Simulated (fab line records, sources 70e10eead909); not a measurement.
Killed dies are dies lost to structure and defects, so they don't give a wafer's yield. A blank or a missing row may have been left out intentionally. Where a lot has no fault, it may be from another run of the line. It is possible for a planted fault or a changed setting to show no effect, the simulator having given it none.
fab line records -- flow nandHarc
record: lots: 13, wafers: 38, lastDay: 33
route steps=1302 shown A_ONON_D2@545 END@1302
lots untouched by any fault: they come from a run of this same line in which no faults occurred
startH: the number of hours between the record's first day and the start of the first shown wafer of the lot -- waitH: hours from the lot's prior step to this one -- " unchanged from the row above -- L1.1+2: several wafers, shown together as one row -- - no value, or no start was given -- * or withheld: withheld -- < > ~ a bound
route shown NAME@n: a module of which the file shows steps, and the number in the route of the first -- usual: the fault-free wafers' mean and standard deviation -- same: alike in all rows -- chamber/n: place in a boat -- sites: per-site readings -- _std_site: standard deviation of those values -- _edge_site: inner sites' mean taken away from outer sites' mean -- radiusMm: how far each site lies from the wafer's centre -- mask NAME#n: copy n -- behind: the last tool/chamber to shape the wafer -- hold: the reason the lot was held/the length of the hold in hours/how it ended -- device: transistor that didn't switch, given as n, p or np -- end of line: tests run on the same wafers once the route is complete -- a step without rows: its recipe alone -- killed: the dies lost at the first sort to structure and to defects; this is not the yield of the wafer -- map: dies across one wafer; x = killed, . = not, _ = none there
set.NAME: setting as actually run; set.NAME@STEP: the setting as run at that earlier step -- model.NAME: the simulator's own value behind a step, which no gauge read
one table for each step of the route and one row for each wafer, over a sample of lots
services: from which hour (startH, from the record's first day; less than 0 if before it) a tool's chamber was out of use, for how many hours, and why
== steps ==
step: NHARC_A_ONON_D2_DEP_00
recipe: targetThkA: 10000, n2FlowSccm: 2750, n2oFlowSccm: 2000, nh3FlowSccm: 500, sih4FlowSccm: 210, tempC: 400
usual: n2oFlowSccm: 2001/6.4, susceptorTempC: 400.03/0.18
lot.wafer,tool,chamber,startH,waitH,n2oFlowSccm,susceptorTempC
L258.2,pecvdOnon-03,0,277.28,0.1,2006,400.14
L258.4,pecvdOnon-03,0,277.28,0.1,1996,400.42
L258.6,pecvdOnon-03,0,277.28,0.1,2002,399.95
L259.2,pecvdOnon-02,0,287.32,0.1,1998,400.20
L259.4,pecvdOnon-02,0,287.32,0.1,1994,400.35
L259.6,pecvdOnon-02,0,287.32,0.1,2007,400.19
L260.2,pecvdOnon-03,0,287.35,0.1,2003,399.96
L260.3,pecvdOnon-03,0,287.35,0.1,2007,399.90
L260.5,pecvdOnon-03,0,287.35,0.1,2001,400.07
L261.1,pecvdOnon-02,0,302.69,0.1,1998,399.94
L261.3,pecvdOnon-02,0,302.69,0.1,2002,400.10
L261.4,pecvdOnon-02,0,302.69,0.1,2007,399.83
L263.2,pecvdOnon-03,0,322.57,0.1,1988,400.05
L263.5,pecvdOnon-03,0,322.57,0.1,1983,400.14
L263.6,pecvdOnon-03,0,322.57,0.1,1990,399.74
L262.1,pecvdOnon-02,0,322.71,0.1,2003,400.23
L262.5,pecvdOnon-02,0,322.71,0.1,1989,400.55
L262.6,pecvdOnon-02,0,322.71,0.1,1996,400.12
L265.1,pecvdOnon-03,0,344.65,0.1,1991,400.16
L265.3,pecvdOnon-03,0,344.65,0.1,1999,400.33
L265.6,pecvdOnon-03,0,344.65,0.1,1998,400.19
L266.2,pecvdOnon-03,0,361.13,0.1,2005,400.13
L266.4,pecvdOnon-03,0,361.13,0.1,2007,399.98
L266.6,pecvdOnon-03,0,361.13,0.1,2009,399.89
L274.2,pecvdOnon-03,0,431.31,0.1,1995,399.70
L274.6,pecvdOnon-03,0,431.31,0.1,1996,400.08
L278.3,pecvdOnon-02,0,479.23,0.2,1991,400.16
L278.5,pecvdOnon-02,0,479.23,0.2,1997,400.14
L278.6,pecvdOnon-02,0,479.23,0.2,2001,400.47
L279.1,pecvdOnon-02,0,483.98,0.1,2003,399.95
L279.2,pecvdOnon-02,0,483.98,0.1,2008,400.03
L279.6,pecvdOnon-02,0,483.98,0.1,2006,400.20
L280.2,pecvdOnon-03,0,496.48,0.1,2001,399.86
L280.5,pecvdOnon-03,0,496.48,0.1,2010,399.94
L280.6,pecvdOnon-03,0,496.48,0.1,1998,400.06
L281.3,pecvdOnon-02,0,496.71,0.2,2010,399.94
L281.4,pecvdOnon-02,0,496.71,0.2,2008,399.96
L281.6,pecvdOnon-02,0,496.71,0.2,1997,400.12
step: NHARC_A_ONON_D2_THK_MEAS_02
recipe: thkMeasGauge: ellipsometry
usual: thkNm: 1000/12
lot.wafer,tool,chamber,startH,waitH,thkNm
L258.2,filmMetro-01,-,277.73,-,1007
L258.4,filmMetro-01,-,277.73,-,1006
L258.6,filmMetro-01,-,277.73,-,1007
L259.2,filmMetro-02,-,287.77,-,1002
L259.4,filmMetro-02,-,287.77,-,1001
L259.6,filmMetro-02,-,287.77,-,1000
L260.2,filmMetro-02,-,287.80,-,994
L260.3,filmMetro-02,-,287.80,-,993
L260.5,filmMetro-02,-,287.80,-,994
L261.1,filmMetro-01,-,303.20,-,1001
L261.3,filmMetro-01,-,303.20,-,1002
L261.4,filmMetro-01,-,303.20,-,1002
L263.2,filmMetro-02,-,323.02,-,1004
L263.5,filmMetro-02,-,323.02,-,1006
L263.6,filmMetro-02,-,323.02,-,1004
L262.1,filmMetro-01,-,323.22,-,1020
L262.5,filmMetro-01,-,323.22,-,1021
L262.6,filmMetro-01,-,323.22,-,1019
L265.1,filmMetro-01,-,345.17,-,998
L265.3,filmMetro-01,-,345.17,-,997
L265.6,filmMetro-01,-,345.17,-,1000
L266.2,filmMetro-01,-,361.59,-,986
L266.4,filmMetro-01,-,361.59,-,986
L266.6,filmMetro-01,-,361.59,-,985
L274.2,filmMetro-02,-,431.76,-,675
L274.6,filmMetro-02,-,431.76,-,676
L278.3,filmMetro-01,-,479.62,-,992
L278.5,filmMetro-01,-,479.62,-,994
L278.6,filmMetro-01,-,479.62,-,994
L279.1,filmMetro-01,-,484.50,-,985
L279.2,filmMetro-01,-,484.50,-,988
L279.6,filmMetro-01,-,484.50,-,987
L280.2,filmMetro-01,-,496.93,-,1007
L280.5,filmMetro-01,-,496.93,-,1008
L280.6,filmMetro-01,-,496.93,-,1008
L281.3,filmMetro-01,-,497.10,-,1012
L281.4,filmMetro-01,-,497.10,-,1013
L281.6,filmMetro-01,-,497.10,-,1014
step: NHARC_END_SORT_01
recipe: tempC: 25
usual: killedAtArray: 55/12, killedAtOther: 1.0/1.2, killedAtPeriphery: 3.9/2.6, killedDies: 60/12, killedOpen: 3.3/1.9, killedShort: 2.5/1.8
same: grossDies: 677
lot.wafer,tool,chamber,startH,waitH,killedAtArray,killedAtOther,killedAtPeriphery,killedDies,killedOpen,killedShort
L258.2,prober-02,0,558.64,2.8,37,1,9,47,0,1
L258.4,prober-02,0,560.26,3.4,50,0,7,57,6,3
L258.6,prober-02,0,561.88,4.0,36,1,8,45,4,1
L261.1,prober-02,0,586.51,2.5,68,3,4,75,3,2
L261.3,prober-02,0,588.11,3.1,75,4,3,82,1,1
L261.4,prober-02,0,588.90,3.4,71,2,3,76,2,2
L262.1,prober-01,0,592.76,2.5,81,2,4,87,2,2
L262.5,prober-01,0,595.97,3.7,83,1,4,88,8,2
L262.6,prober-01,0,596.77,4.0,85,2,3,90,2,3
L263.2,prober-02,0,601.48,2.8,46,0,2,48,5,2
L263.5,prober-02,0,603.89,3.7,37,0,4,41,6,3
L263.6,prober-02,0,604.70,4.0,42,1,6,49,5,4
L274.2,prober-02,0,706.45,2.8,672,1,4,677,1,4
L274.6,prober-02,0,709.63,4.0,670,0,7,677,4,0
killed by level:class
L258.2 A_SLIT:chamberFilmFlake=17 P_GATE:chamberFilmFlake=7 A_CHANNEL_HOLE_D2:chamberFilmFlake=5 A_CHANNEL_FILL_D1:chamberFilmFlake=4 A_STAIRCASE:chamberFilmFlake=3 A_CONTACT:chamberFilmFlake=3 P_M1:chamberFilmFlake=2 A_ZERO_WELL:chamberFilmFlake=2
L258.4 A_SLIT:chamberFilmFlake=25 A_CHANNEL_HOLE_D2:chamberFilmFlake=7 P_M1:chamberFilmFlake=4 P_GATE:chamberFilmFlake=2 A_ZERO_WELL:chamberFilmFlake=2 A_WL_FILL:chamberFilmFlake=2 A_M1:chamberFilmFlake=2 A_SOURCE_PLATE:geometricParticle:open=1
L258.6 A_SLIT:chamberFilmFlake=24 P_M1:chamberFilmFlake=5 P_GATE:chamberFilmFlake=3 A_CHANNEL_HOLE_D1:chamberFilmFlake=2 A_CHANNEL_HOLE_D2:chamberFilmFlake=2 A_WL_FILL:chamberFilmFlake=2 A_SOURCE_PLATE:geometricParticle:open=1 A_CHANNEL_HOLE_D2:geometricParticle:short=1
L261.1 A_SLIT:chamberFilmFlake=24 A_CHANNEL_HOLE_D1:chamberFilmFlake=17 A_CHANNEL_HOLE_D2:chamberFilmFlake=15 A_STAIRCASE:chamberFilmFlake=4 THIN_TSV:chamberFilmFlake=3 P_GATE:chamberFilmFlake=2 A_WL_FILL:chamberFilmFlake=2 A_CONTACT:chamberFilmFlake=2
L261.3 A_SLIT:chamberFilmFlake=29 A_CHANNEL_HOLE_D2:chamberFilmFlake=22 A_CHANNEL_HOLE_D1:chamberFilmFlake=20 THIN_TSV:chamberFilmFlake=4 P_M0:geometricParticle:short=1 A_SOURCE_PLATE:geometricParticle:open=1 P_GATE:chamberFilmFlake=1 P_BONDPAD:chamberFilmFlake=1
L261.4 A_SLIT:chamberFilmFlake=27 A_CHANNEL_HOLE_D2:chamberFilmFlake=22 A_CHANNEL_HOLE_D1:chamberFilmFlake=15 A_STAIRCASE:chamberFilmFlake=2 A_WL_FILL:chamberFilmFlake=2 THIN_TSV:chamberFilmFlake=2 P_GATE:geometricParticle:short=1 P_CONTACT:geometricParticle:open=1
L262.1 A_CHANNEL_HOLE_D1:chamberFilmFlake=34 A_SLIT:chamberFilmFlake=26 A_STAIRCASE:chamberFilmFlake=11 A_CHANNEL_HOLE_D2:chamberFilmFlake=4 A_DECK1_JOINT:chamberFilmFlake=2 A_CONTACT:chamberFilmFlake=2 THIN_TSV:chamberFilmFlake=2 P_GATE:geometricParticle:open=1
L262.5 A_CHANNEL_HOLE_D1:chamberFilmFlake=25 A_SLIT:chamberFilmFlake=24 A_STAIRCASE:chamberFilmFlake=10 A_CONTACT:chamberFilmFlake=8 A_CHANNEL_HOLE_D2:chamberFilmFlake=5 P_GATE:chamberFilmFlake=3 P_M0:geometricParticle:open=1 A_SOURCE_PLATE:geometricParticle:short=1
L262.6 A_CHANNEL_HOLE_D1:chamberFilmFlake=28 A_SLIT:chamberFilmFlake=26 A_STAIRCASE:chamberFilmFlake=12 A_CONTACT:chamberFilmFlake=8 A_CHANNEL_HOLE_D2:chamberFilmFlake=6 A_ONON_D1:geometricParticle:short=2 THIN_TSV:chamberFilmFlake=2 P_M1:geometricParticle:open=1
L263.2 A_CHANNEL_HOLE_D2:chamberFilmFlake=28 A_CONTACT:chamberFilmFlake=6 A_CHANNEL_HOLE_D1:chamberFilmFlake=3 A_ONON_D2:geometricParticle:open=2 A_STAIRCASE:chamberFilmFlake=2 P_CONTACT:geometricParticle:open=1 P_M0:geometricParticle:open=1 A_CHANNEL_FILL_D1:geometricParticle:short=1
L263.5 A_CHANNEL_HOLE_D2:chamberFilmFlake=25 P_M0:geometricParticle:open=2 A_BLC:geometricParticle:open=2 A_CHANNEL_HOLE_D1:chamberFilmFlake=2 P_CONTACT:geometricParticle:short=1 A_CHANNEL_HOLE_D1:geometricParticle:short=1 A_ONON_D2:geometricParticle:short=1 A_CHANNEL_FILL_D2:geometricParticle:open=1
L263.6 A_CHANNEL_HOLE_D2:chamberFilmFlake=24 P_CONTACT:geometricParticle:open=3 A_DECK1_JOINT:chamberFilmFlake=3 A_STAIRCASE:chamberFilmFlake=3 A_CONTACT:chamberFilmFlake=3 P_GATE:chamberFilmFlake=2 A_CHANNEL_FILL_D2:chamberFilmFlake=2 P_CONTACT:geometricParticle:short=1
L274.2 A_ONON_D2:areaDep=614 A_SLIT:chamberFilmFlake=26 A_CHANNEL_HOLE_D2:chamberFilmFlake=19 A_CHANNEL_HOLE_D1:chamberFilmFlake=6 A_CONTACT:chamberFilmFlake=3 P_GATE:geometricParticle:open=1 P_M1:geometricParticle:short=1 A_CHANNEL_HOLE_D1:geometricParticle:short=1
L274.6 A_ONON_D2:areaDep=624 A_SLIT:chamberFilmFlake=23 A_CHANNEL_HOLE_D2:chamberFilmFlake=11 A_CONTACT:chamberFilmFlake=5 P_GATE:chamberFilmFlake=4 A_CHANNEL_HOLE_D1:chamberFilmFlake=3 A_ONON_D2:geometricParticle:open=1 A_CHANNEL_FILL_D2:geometricParticle:open=1
== services ==
tool,chamber,startH,hours,kind
pecvdOnon-02,-,366.03,13.0,pm
pecvdOnon-03,-,408.00,13.0,pm
== key ==
firstSign: step: NHARC_A_ONON_D2_THK_MEAS_02, reading: thkNm, direction: down, sigmas: 26, usual: 1000, struck: 676
effect: step: NHARC_END_SORT_01, reading: killedDies, direction: up, sigmas: 52, usual: 60, struck: 677
moreKillsBornAt: NHARC_A_ONON_D2_DEP_00@pecvdOnon-03: 1238
metAt NHARC_A_ONON_D2_DEP_00
struckLots L274
struckWafers L274.2,L274.6
laterRowsLeftOut L274.2,L274.6
testerLeftOut L274
onsetBetween 361.13 431.31
fault: kind: processParameterDrift, tool: pecvdOnon-03, chamber: -, onsetH: 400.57, steps: NHARC_A_ONON_D2_DEP_00, channel: targetThkA, offset: *, shape: step, endH: 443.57, scope: struckWafersOnly, actsIn: *, stated: *
testerLeftOut: of these lots the tester's yield and bins aren't shown, on N5 and GAA mostly nor the transistor test; their killed dies are dies lost to structure and defects alone, not to doping, threshold or leakage, so they don't give the yield
laterRowsLeftOut: the simulator's readings of these wafers behind a module that went badly wrong aren't trusted and aren't shown, but for the sort
